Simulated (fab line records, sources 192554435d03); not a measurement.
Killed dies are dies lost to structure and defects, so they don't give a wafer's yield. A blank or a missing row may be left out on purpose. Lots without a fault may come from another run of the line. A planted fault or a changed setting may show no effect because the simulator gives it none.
Chamber matching | flow n5_finfet | N5_HKMG_FIN_ETCH_86 on rie_diel-02: 4 sister chambers
The step etches SOC in N2/H2, stops on TiN, target depth 393.2 nm. 4 wafers are shown with their chamber, then 8 later ones without.

WAFERS WITH THEIR CHAMBER
wafer  | chamber | drypump_motor_current_A (A)
L079.1 | 3       | 5.7
L079.2 | 1       | 5.4
L079.3 | 2       | 5.2
L086.1 | 0       | 6.3

WAFERS WITHOUT THEIR CHAMBER
wafer  | drypump_motor_current_A (A)
L086.2 | 5.5
L086.4 | 5.3
L093.1 | 5.7
L093.3 | 5.2
L093.5 | 6.3
L094.1 | 6.4
L094.2 | 5.7
L094.5 | 5.3

WHICH CHAMBER EACH WENT THROUGH
wafer  | from the rows above     | in truth
L086.2 | can't be placed: 1 or 3 | 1
L086.4 | can't be placed: 2 or 1 | 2
L093.1 | 3                       | 3
L093.3 | 2                       | 2
L093.5 | 0                       | 0
L094.1 | 0                       | 0
L094.2 | 3                       | 3
L094.5 | can't be placed: 2 or 1 | 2
Placed correctly: 5 of 8. Can't be placed from these rows: 3 (the true chamber is among the candidates in 3). Placed wrongly: 0.
How it was worked out, from the rows above alone: a wafer's distance from a chamber is the root of the sum, over the readings, of the square of ((its reading less the chamber's mean) divided by the reading's scatter). The wafer belongs to the nearest chamber; if the next one is less than 2 further off, it can't be placed. A chamber's mean is the mean of its shown wafers. The scatter: with one shown wafer a chamber, the root of the mean of the squares of how far each hidden wafer lies from its nearest shown one.
